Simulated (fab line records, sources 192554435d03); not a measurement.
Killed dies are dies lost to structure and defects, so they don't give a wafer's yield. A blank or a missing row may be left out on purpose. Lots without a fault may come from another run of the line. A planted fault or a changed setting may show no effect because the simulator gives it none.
Which tool did it? | flow n5_finfet | 23 lots, 69 wafers sampled, at 6 steps of a route of 1938

WHAT THE GAUGES READ, wafer by wafer
N5_BEOL_M11_OVL_MEAS_29. Usual: V10_OVL -0.4 nm, standard deviation 0.71.
lot  | measured     | on         | V10_OVL (nm)   | flag
L074 | day 9 21:23  | overlay-01 | -0.7 -0.7 -0.2 |
L075 | day 10 06:31 | overlay-01 | -1.4 -1.4 -0.6 |
L078 | day 10 23:04 | overlay-01 | -0.2 -0.6 -0.3 |
L077 | day 10 23:14 | overlay-01 | 0.7 0.7 -0.1   |
L076 | day 11 01:49 | overlay-02 | 1.0 0.1 0.2    |
L079 | day 11 02:13 | overlay-02 | -0.5 -0.9 -1.3 |
L080 | day 11 13:23 | overlay-02 | -2.2 -1.1 -1.8 |
L081 | day 11 19:49 | overlay-02 | 0.0 -0.8 -0.3  |
L083 | day 11 21:52 | overlay-02 | -0.7 -0.4 0.3  |
L082 | day 12 06:04 | overlay-02 | -0.3 0.2 -0.1  |
L084 | day 12 10:11 | overlay-02 | 0.3 -0.2 -1.7  |
L085 | day 13 06:37 | overlay-02 | -0.7 -0.6 -0.1 |
L087 | day 13 12:39 | overlay-02 | 0.0 0.7 0.1    |
L089 | day 13 21:23 | overlay-01 | 0.5 -0.5 -0.1  |
L086 | day 13 21:57 | overlay-02 | -1.2 -0.1 -1.2 |
L090 | day 14 14:53 | overlay-01 | -0.7 -0.9 -1.7 |
L091 | day 15 02:43 | overlay-02 | -1.1 -2.7 -1.5 |
L093 | day 15 05:10 | overlay-02 | -0.7 0.2 0.3   |
L092 | day 15 08:29 | overlay-02 | -0.7 0.5 -1.2  |
L095 | day 15 12:52 | overlay-02 | -0.3 -0.1 -0.1 |
L094 | day 15 15:13 | overlay-02 | -0.8 -1.0 -1.1 |
L096 | day 15 19:19 | overlay-02 | -0.6 -0.9 0.1  |
L097 | day 16 04:56 | overlay-02 | -1.1 -1.0 -0.5 |

N5_BEOL_M12_CD_MEAS_17: target cd 140 nm. Usual: cd_nm 141.9 nm, standard deviation 2.2.
lot  | measured     | on        | cd_nm (nm)        | flag
L074 | day 10 03:32 | cd_sem-01 | 144.9 144.4 143.7 |
L075 | day 10 13:49 | cd_sem-02 | 141.0 138.2 138.1 |
L078 | day 11 04:33 | cd_sem-02 | 145.4 144.6 144.1 |
L077 | day 11 05:02 | cd_sem-02 | 140.1 141.6 140.7 |
L076 | day 11 07:22 | cd_sem-02 | 145.2 141.7 140.2 |
L079 | day 11 07:38 | cd_sem-01 | 143.0 140.7 145.7 |
L080 | day 11 18:21 | cd_sem-02 | 142.2 144.7 141.4 |
L081 | day 12 01:37 | cd_sem-01 | 143.0 141.3 141.9 |
L083 | day 12 02:08 | cd_sem-02 | 138.9 140.0 141.0 |
L082 | day 12 10:58 | cd_sem-02 | 139.6 141.5 140.8 |
L084 | day 12 14:25 | cd_sem-01 | 144.3 144.4 140.9 |
L085 | day 13 10:29 | cd_sem-02 | 144.4 143.0 141.4 |
L087 | day 13 16:34 | cd_sem-03 | 141.6 140.4 143.7 |
L089 | day 14 02:53 | cd_sem-02 | 143.9 143.8 144.3 |
L086 | day 14 03:10 | cd_sem-02 | 139.4 141.7 138.6 |
L090 | day 14 20:33 | cd_sem-03 | 141.2 142.7 141.9 |
L091 | day 15 07:41 | cd_sem-01 | 144.2 145.0 140.5 |
L093 | day 15 10:10 | cd_sem-03 | 140.7 139.7 137.5 |
L092 | day 15 12:40 | cd_sem-01 | 142.2 140.2 143.3 |
L095 | day 15 16:55 | cd_sem-01 | 139.2 141.8 138.9 |
L094 | day 15 19:08 | cd_sem-01 | 140.0 141.9 142.2 |
L096 | day 16 01:04 | cd_sem-01 | 142.6 144.9 145.6 |
L097 | day 16 09:13 | cd_sem-02 | 141.9 138.0 139.2 |

N5_BEOL_M13_CD_MEAS_10: target cd 190 nm. Usual: cd_nm 191.6 nm, standard deviation 1.3.
lot  | measured     | on        | cd_nm (nm)        | flag
L074 | day 10 08:26 | cd_sem-02 | 189.0 190.2 188.3 |
L075 | day 10 19:11 | cd_sem-01 | 190.0 190.6 189.5 |
L078 | day 11 08:38 | cd_sem-01 | 193.1 191.3 193.5 |
L077 | day 11 09:41 | cd_sem-01 | 191.2 191.0 192.0 |
L076 | day 11 10:32 | cd_sem-02 | 190.8 191.7 191.5 |
L079 | day 11 14:44 | cd_sem-02 | 192.5 192.1 192.9 |
L080 | day 11 22:40 | cd_sem-02 | 190.7 188.5 189.9 |
L081 | day 12 06:13 | cd_sem-02 | 190.1 191.6 191.6 |
L083 | day 12 07:02 | cd_sem-02 | 193.1 192.6 191.0 |
L082 | day 12 14:34 | cd_sem-01 | 193.8 192.0 192.7 |
L084 | day 12 19:40 | cd_sem-02 | 189.7 190.8 191.5 |
L085 | day 13 14:25 | cd_sem-02 | 192.3 191.6 191.9 |
L087 | day 13 22:52 | cd_sem-01 | 190.8 191.6 191.8 |
L089 | day 14 06:58 | cd_sem-02 | 191.0 194.2 192.5 |
L086 | day 14 07:51 | cd_sem-02 | 193.4 191.8 194.3 |
L090 | day 15 01:45 | cd_sem-02 | 192.3 190.4 191.1 |
L091 | day 15 11:28 | cd_sem-03 | 191.4 191.2 192.4 |
L093 | day 15 15:26 | cd_sem-01 | 192.3 190.4 190.6 |
L092 | day 15 17:36 | cd_sem-01 | 191.7 190.7 192.7 |
L095 | day 15 21:12 | cd_sem-03 | 192.1 191.5 194.5 |
L094 | day 15 23:29 | cd_sem-01 | 193.2 192.7 193.6 |
L096 | day 16 06:51 | cd_sem-02 | 192.8 192.2 191.4 |
L097 | day 16 13:16 | cd_sem-03 | 191.7 191.3 190.8 |

WHICH TOOL RAN EACH LOT (tool, then ch and the chambers of the sampled wafers, then the start)
lot  | N5_BEOL_M11_STRIP_67               | N5_BEOL_M11_ETCH_66                | N5_BEOL_M11_VIA_ETCH_34
L074 | rie_diel-03 ch 0,3, day 9 20:12    | rie_diel-05 ch 0,3, day 9 21:39    | rie_diel-05 ch 0,3, day 9 21:46
L075 | rie_diel-04 ch 0,1,3, day 10 05:52 | rie_diel-05 ch 2,3, day 10 06:39   | rie_diel-05 ch 2,3, day 10 06:47
L078 | rie_diel-05 ch 0,2,3, day 10 20:50 | rie_diel-03 ch 0,1, day 10 23:40   | rie_diel-03 ch 0,1, day 10 23:47
L077 | rie_diel-05 ch 0,1,2, day 10 21:37 | rie_diel-03 ch 0,1,3, day 11 00:07 | rie_diel-03 ch 0,1,3, day 11 00:15
L076 | rie_diel-05 ch 1,3, day 11 00:58   | rie_diel-03 ch 0,1,3, day 11 01:57 | rie_diel-03 ch 0,1,3, day 11 02:04
L079 | rie_diel-04 ch 0,2,3, day 11 01:34 | rie_diel-04 ch 0,1,2, day 11 02:25 | rie_diel-04 ch 0,1,2, day 11 02:32
L080 | rie_diel-05 ch 2,3, day 11 11:41   | rie_diel-03 ch 1,3, day 11 13:31   | rie_diel-03 ch 1,3, day 11 13:39
L081 | rie_diel-05 ch 2,3, day 11 17:09   | rie_diel-05 ch 2,3, day 11 20:15   | rie_diel-05 ch 2,3, day 11 20:22
L083 | rie_diel-03 ch 0,1,3, day 11 21:11 | rie_diel-04 ch 1,3, day 11 22:00   | rie_diel-04 ch 1,3, day 11 22:08
L082 | rie_diel-04 ch 1,2, day 12 04:38   | rie_diel-05 ch 0,1,3, day 12 06:13 | rie_diel-05 ch 0,1,3, day 12 06:20
L084 | rie_diel-04 ch 0,2,3, day 12 08:36 | rie_diel-04 ch 0,1,2, day 12 10:19 | rie_diel-04 ch 0,1,2, day 12 10:27
L085 | rie_diel-05 ch 0,2,3, day 13 03:14 | rie_diel-05 ch 0,2,3, day 13 06:45 | rie_diel-05 ch 0,2,3, day 13 06:53
L087 | rie_diel-04 ch 0,2,3, day 13 11:36 | rie_diel-03 ch 0,2,3, day 13 12:47 | rie_diel-03 ch 0,2,3, day 13 12:55
L089 | rie_diel-03 ch 0,1,2, day 13 13:47 | rie_diel-03 ch 0,1,2, day 13 21:54 | rie_diel-03 ch 0,1,2, day 13 22:02
L086 | rie_diel-05 ch 1,2, day 13 14:08   | rie_diel-05 ch 0,3, day 13 22:23   | rie_diel-05 ch 0,3, day 13 22:31
L090 | rie_diel-04 ch 0,2,3, day 14 09:46 | rie_diel-05 ch 0,1, day 14 15:29   | rie_diel-05 ch 0,1, day 14 15:37
L091 | rie_diel-03 ch 0,1,3, day 15 01:55 | rie_diel-05 ch 1,2,3, day 15 03:18 | rie_diel-05 ch 1,2,3, day 15 03:25
L093 | rie_diel-05 ch 0,1,3, day 15 04:25 | rie_diel-03 ch 0,2,3, day 15 05:34 | rie_diel-03 ch 0,2,3, day 15 05:41
L092 | rie_diel-03 ch 1,3, day 15 07:47   | rie_diel-05 ch 1,2, day 15 08:37   | rie_diel-05 ch 1,2, day 15 08:45
L095 | rie_diel-05 ch 1,2,3, day 15 12:00 | rie_diel-04 ch 1,2,3, day 15 13:01 | rie_diel-04 ch 1,2,3, day 15 13:08
L094 | rie_diel-05 ch 1,2,3, day 15 14:25 | rie_diel-04 ch 1,3, day 15 15:22   | rie_diel-04 ch 1,3, day 15 15:29
L096 | rie_diel-05 ch 1,2,3, day 15 18:38 | rie_diel-03 ch 0,2, day 15 19:44   | rie_diel-03 ch 0,2, day 15 19:52
L097 | rie_diel-05 ch 0,1,2, day 16 03:17 | rie_diel-03 ch 0,2, day 16 05:05   | rie_diel-03 ch 0,2, day 16 05:13
- N5_BEOL_M11_STRIP_67: strips in CF4.
- N5_BEOL_M11_ETCH_66: etches SOC in N2/H2, target depth 120 nm, overetch 24 nm, time 180 s.
- N5_BEOL_M11_VIA_ETCH_34: etches SiCOH lowk in C4F6/O2, target depth 184.5 nm, time 69.2 s.

WHAT THE TOOLS THEMSELVES READ (means of the sampled wafers that have a number; where no wafer has one, the mark that the record gives instead)
N5_BEOL_M11_STRIP_67. Usual: bias_power_w 75.00 W, standard deviation 0.22; chamber_pressure_mTorr 50.00 mTorr, standard deviation 0.049; drypump_motor_current_A 5.84 A, standard deviation 0.22; oes_product_au 0.79 a.u., standard deviation 0.089; rf_vpp_V 271.0 V, standard deviation 1.8; showerhead_plenum_p_Torr 1.79 Torr, standard deviation 0.069; throttle_valve_pct 13.62 %, standard deviation 0.28.
lot  | tool        | bias_power_w (W) | chamber_pressure_mTorr (mTorr) | drypump_motor_current_A (A) | oes_product_au (a.u.) | rf_vpp_V (V) | showerhead_plenum_p_Torr (Torr) | throttle_valve_pct (%) | flag
L074 | rie_diel-03 | 74.92            | 49.98                          | 5.92                        | 0.88                  | 272.5        | 1.85                            | 13.38                  |
L075 | rie_diel-04 | 75.04            | 50.02                          | 5.90                        | 0.76                  | 269.1        | 1.75                            | 13.64                  |
L078 | rie_diel-05 | 74.88            | 49.99                          | 5.87                        | 0.75                  | 270.2        | 1.79                            | 13.83                  |
L077 | rie_diel-05 | 75.29            | 50.04                          | 5.77                        | 0.84                  | 271.7        | 1.81                            | 13.62                  |
L076 | rie_diel-05 | 75.10            | 50.00                          | 5.77                        | 0.90                  | 269.8        | 1.75                            | 13.39                  |
L079 | rie_diel-04 | 74.89            | 49.97                          | 5.78                        | 0.78                  | 270.3        | 1.80                            | 13.63                  |
L080 | rie_diel-05 | 75.12            | 49.98                          | 5.93                        | 0.76                  | 271.2        | 1.77                            | 13.74                  |
L081 | rie_diel-05 | 74.76            | 49.98                          | 5.86                        | 0.80                  | 272.8        | 1.82                            | 13.69                  |
L083 | rie_diel-03 | 75.09            | 49.97                          | 5.89                        | 0.78                  | 271.2        | 1.80                            | 13.64                  |
L082 | rie_diel-04 | 75.05            | 49.98                          | 5.73                        | 0.86                  | 272.2        | 1.84                            | 13.27                  |
L084 | rie_diel-04 | 75.13            | 50.03                          | 5.78                        | 0.76                  | 271.2        | 1.80                            | 13.65                  |
L085 | rie_diel-05 | 74.86            | 50.00                          | 5.88                        | 0.82                  | 270.3        | 1.78                            | 13.67                  |
L087 | rie_diel-04 | 74.87            | 50.05                          | 5.79                        | 0.76                  | 271.6        | 1.80                            | 13.67                  |
L089 | rie_diel-03 | 74.80            | 49.97                          | 5.85                        | 0.72                  | 270.9        | 1.78                            | 13.88                  |
L086 | rie_diel-05 | 74.81            | 50.05                          | 5.76                        | 0.85                  | 271.8        | 1.84                            | 13.51                  |
L090 | rie_diel-04 | 75.02            | 50.01                          | 5.79                        | 0.76                  | 270.9        | 1.80                            | 13.68                  |
L091 | rie_diel-03 | 75.06            | 50.00                          | 5.88                        | 0.76                  | 270.8        | 1.79                            | 13.70                  |
L093 | rie_diel-05 | 75.00            | 50.02                          | 5.84                        | 0.83                  | 270.7        | 1.74                            | 13.55                  |
L092 | rie_diel-03 | 74.89            | 50.05                          | 5.65                        | 0.76                  | 270.3        | 1.77                            | 13.68                  |
L095 | rie_diel-05 | 75.03            | 50.03                          | 5.83                        | 0.81                  | 271.4        | 1.78                            | 13.59                  |
L094 | rie_diel-05 | 74.91            | 50.02                          | 5.82                        | 0.80                  | 270.7        | 1.78                            | 13.59                  |
L096 | rie_diel-05 | 74.98            | 50.01                          | 5.83                        | 0.80                  | 270.7        | 1.78                            | 13.60                  |
L097 | rie_diel-05 | 74.93            | 50.04                          | 5.77                        | 0.86                  | 271.5        | 1.80                            | 13.51                  |

N5_BEOL_M11_ETCH_66. Usual: chamber_pressure_mTorr 29.996 mTorr, standard deviation 0.027; drypump_motor_current_A 5.86 A, standard deviation 0.22; h2_flow_sccm 200.0 sccm, standard deviation 0.63; oes_product_au 0.64 a.u., standard deviation 0.067; rf_vpp_V 524 V, standard deviation 3.1; showerhead_plenum_p_Torr 2.54 Torr, standard deviation 0.1; throttle_valve_pct 17.90 %, standard deviation 0.25.
lot  | tool        | chamber_pressure_mTorr (mTorr) | drypump_motor_current_A (A) | h2_flow_sccm (sccm) | oes_product_au (a.u.) | rf_vpp_V (V) | showerhead_plenum_p_Torr (Torr) | throttle_valve_pct (%) | flag
L074 | rie_diel-05 | 29.998                         | 5.88                        | 200.4               | 0.57                  | 523          | 2.48                            | 18.12                  |
L075 | rie_diel-05 | 29.989                         | 5.94                        | 199.6               | 0.63                  | 524          | 2.52                            | 17.92                  |
L078 | rie_diel-03 | 29.982                         | 5.83                        | 199.4               | 0.58                  | 521          | 2.46                            | 18.15                  |
L077 | rie_diel-03 | 30.007                         | 5.87                        | 199.8               | 0.64                  | 525          | 2.55                            | 17.94                  |
L076 | rie_diel-03 | 29.968                         | 5.89                        | 200.1               | 0.64                  | 523          | 2.55                            | 17.93                  |
L079 | rie_diel-04 | 30.018                         | 5.74                        | 201.1               | 0.66                  | 523          | 2.53                            | 17.68                  |
L080 | rie_diel-03 | 30.009                         | 5.71                        | 200.4               | 0.70                  | 526          | 2.61                            | 17.71                  |
L081 | rie_diel-05 | 30.004                         | 5.87                        | 199.9               | 0.64                  | 524          | 2.60                            | 17.98                  |
L083 | rie_diel-04 | 29.979                         | 6.09                        | 200.4               | 0.64                  | 522          | 2.49                            | 17.85                  |
L082 | rie_diel-05 | 30.000                         | 5.83                        | 200.4               | 0.71                  | 522          | 2.47                            | 17.77                  |
L084 | rie_diel-04 | 29.974                         | 5.73                        | 199.5               | 0.64                  | 524          | 2.52                            | 17.70                  |
L085 | rie_diel-05 | 30.010                         | 5.88                        | 200.0               | 0.67                  | 524          | 2.53                            | 17.94                  |
L087 | rie_diel-03 | 29.995                         | 5.93                        | 199.8               | 0.63                  | 526          | 2.61                            | 17.87                  |
L089 | rie_diel-03 | 29.989                         | 5.85                        | 199.7               | 0.58                  | 522          | 2.52                            | 18.11                  |
L086 | rie_diel-05 | 29.977                         | 5.95                        | 199.7               | 0.63                  | 522          | 2.44                            | 17.91                  |
L090 | rie_diel-05 | 29.981                         | 5.79                        | 200.1               | 0.73                  | 522          | 2.49                            | 17.77                  |
L091 | rie_diel-05 | 29.985                         | 5.84                        | 200.5               | 0.65                  | 523          | 2.53                            | 17.87                  |
L093 | rie_diel-03 | 29.989                         | 5.92                        | 200.0               | 0.62                  | 526          | 2.60                            | 17.89                  |
L092 | rie_diel-05 | 29.976                         | 5.73                        | 199.7               | 0.70                  | 524          | 2.55                            | 17.75                  |
L095 | rie_diel-04 | 30.005                         | 5.97                        | 199.8               | 0.63                  | 524          | 2.56                            | 17.81                  |
L094 | rie_diel-04 | 29.973                         | 6.15                        | 199.7               | 0.59                  | 523          | 2.50                            | 18.05                  |
L096 | rie_diel-03 | 30.009                         | 5.91                        | 200.5               | 0.57                  | 525          | 2.57                            | 18.04                  |
L097 | rie_diel-03 | 29.991                         | 6.09                        | 200.3               | 0.56                  | 524          | 2.54                            | 18.14                  |

N5_BEOL_M11_VIA_ETCH_34. Usual: chamber_pressure_mTorr 30.001 mTorr, standard deviation 0.029; drypump_motor_current_A 5.85 A, standard deviation 0.22; oes_product_au 0.79 a.u., standard deviation 0.086; rf_vpp_V 662 V, standard deviation 13; showerhead_plenum_p_Torr 2.86 Torr, standard deviation 0.11; throttle_valve_pct 21.02 %, standard deviation 0.22.
lot  | tool        | chamber_pressure_mTorr (mTorr) | drypump_motor_current_A (A) | oes_product_au (a.u.) | rf_vpp_V (V) | showerhead_plenum_p_Torr (Torr) | throttle_valve_pct (%) | flag
L074 | rie_diel-05 | 29.962                         | 5.88                        | 0.70                  | 659          | 2.79                            | 21.29                  |
L075 | rie_diel-05 | 30.003                         | 5.93                        | 0.78                  | 653          | 2.84                            | 21.19                  |
L078 | rie_diel-03 | 29.997                         | 5.81                        | 0.73                  | 665          | 2.76                            | 21.11                  |
L077 | rie_diel-03 | 30.010                         | 5.90                        | 0.80                  | 673          | 2.86                            | 20.97                  |
L076 | rie_diel-03 | 30.017                         | 5.89                        | 0.79                  | 673          | 2.86                            | 20.98                  |
L079 | rie_diel-04 | 30.021                         | 5.73                        | 0.81                  | 657          | 2.84                            | 20.82                  |
L080 | rie_diel-03 | 29.997                         | 5.71                        | 0.86                  | 674          | 2.94                            | 20.81                  |
L081 | rie_diel-05 | 29.997                         | 5.88                        | 0.80                  | 648          | 2.93                            | 21.20                  |
L083 | rie_diel-04 | 29.995                         | 6.09                        | 0.79                  | 657          | 2.79                            | 20.89                  |
L082 | rie_diel-05 | 30.008                         | 5.83                        | 0.88                  | 656          | 2.78                            | 20.97                  |
L084 | rie_diel-04 | 29.989                         | 5.74                        | 0.79                  | 657          | 2.84                            | 20.82                  |
L085 | rie_diel-05 | 30.007                         | 5.88                        | 0.83                  | 652          | 2.85                            | 21.15                  |
L087 | rie_diel-03 | 30.006                         | 5.93                        | 0.78                  | 682          | 2.92                            | 20.97                  |
L089 | rie_diel-03 | 29.992                         | 5.84                        | 0.72                  | 674          | 2.82                            | 21.10                  |
L086 | rie_diel-05 | 29.992                         | 5.93                        | 0.78                  | 660          | 2.76                            | 21.17                  |
L090 | rie_diel-05 | 30.024                         | 5.78                        | 0.92                  | 655          | 2.80                            | 20.91                  |
L091 | rie_diel-05 | 29.997                         | 5.84                        | 0.81                  | 650          | 2.85                            | 21.05                  |
L093 | rie_diel-03 | 29.990                         | 5.92                        | 0.76                  | 682          | 2.91                            | 20.98                  |
L092 | rie_diel-05 | 30.004                         | 5.72                        | 0.87                  | 648          | 2.87                            | 20.86                  |
L095 | rie_diel-04 | 30.020                         | 5.95                        | 0.78                  | 657          | 2.87                            | 20.94                  |
L094 | rie_diel-04 | 30.019                         | 6.13                        | 0.73                  | 659          | 2.80                            | 21.12                  |
L096 | rie_diel-03 | 29.986                         | 5.91                        | 0.71                  | 682          | 2.87                            | 21.07                  |
L097 | rie_diel-03 | 30.034                         | 6.08                        | 0.69                  | 682          | 2.84                            | 21.16                  |

THE ANSWER, worked out from the rows above alone
Rule: a lot is off if the mean of its wafers that have a number lies more than 3 standard deviations from the usual mean. A lot without any number at a reading at which 4 lots or more have one is off too. The other lots that the step has rows for count as sound. The gauges are gone through in route order, then the tools' own readings, and for those a lot's mean is taken as printed above. The first step at which some lot is off is used, and at that step the reading that is off furthest; a lot without a number counts as furthest.
No lot is off at any reading shown: from this, nothing can be told.

WHAT THE SIMULATOR HAD PUT IN
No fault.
